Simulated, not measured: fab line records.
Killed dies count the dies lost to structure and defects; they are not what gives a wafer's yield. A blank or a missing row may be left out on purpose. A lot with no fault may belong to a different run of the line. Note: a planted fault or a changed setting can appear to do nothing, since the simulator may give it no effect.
Matching of chambers ; flow nand harc ; 4 sister chambers for NHARC_A_SGD_CUT_CMP_21 on cmp-02
The step polishes, target thk 148.19 nm. 8 wafers are shown with their chamber, then 7 later ones without.

== WAFERS, EACH WITH ITS CHAMBER ==
wafer;chamber;motor current A (A);slurry filter dp kPa (kPa)
L078.2;0;11.0;13.45
L083.4;0;11.2;13.42
L083.6;1;9.8;13.41
L086.1;3;12.1;13.49
L086.2;2;10.2;13.52
L086.3;1;10.1;13.29
L092.2;3;10.9;13.48
L092.3;2;10.4;13.59

== WAFERS WITHOUT THEIR CHAMBER ==
wafer;motor current A (A);slurry filter dp kPa (kPa)
L092.6;9.8;13.74
L094.1;9.2;13.46
L094.3;12.3;13.55
L094.4;11.0;13.47
L096.1;9.3;13.63
L096.2;11.5;13.66
L096.5;10.8;13.42

== THE CHAMBER EACH PASSED THROUGH ==
wafer;from the rows above;in truth
L092.6;2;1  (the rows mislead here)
L094.1;can't be placed: 1 or 2 or 0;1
L094.3;can't be placed: 3 or 0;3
L094.4;can't be placed: 0 or 3 or 2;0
L096.1;2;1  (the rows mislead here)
L096.2;can't be placed: 2 or 3 or 0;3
L096.5;can't be placed: 0 or 3 or 1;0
Correct placement for 0 of the 7. From these rows, 5 cannot be placed; in 5 the true chamber is one of the candidates. Wrongly placed: 2.
How it was worked out, from the rows above alone: a wafer's distance from a chamber is the root of the sum, over the readings, of the square of ((its reading less the chamber's mean) divided by the reading's scatter). If the next closest chamber is less than 2 further off than the closest, the wafer can't be placed; otherwise it belongs to the closest. For every chamber, the mean is computed from those of its wafers that are shown. How the scatter is found: for the shown wafers, subtract from each reading the mean of its chamber, square and add these, divide the total by (wafers less chambers), then take the root.
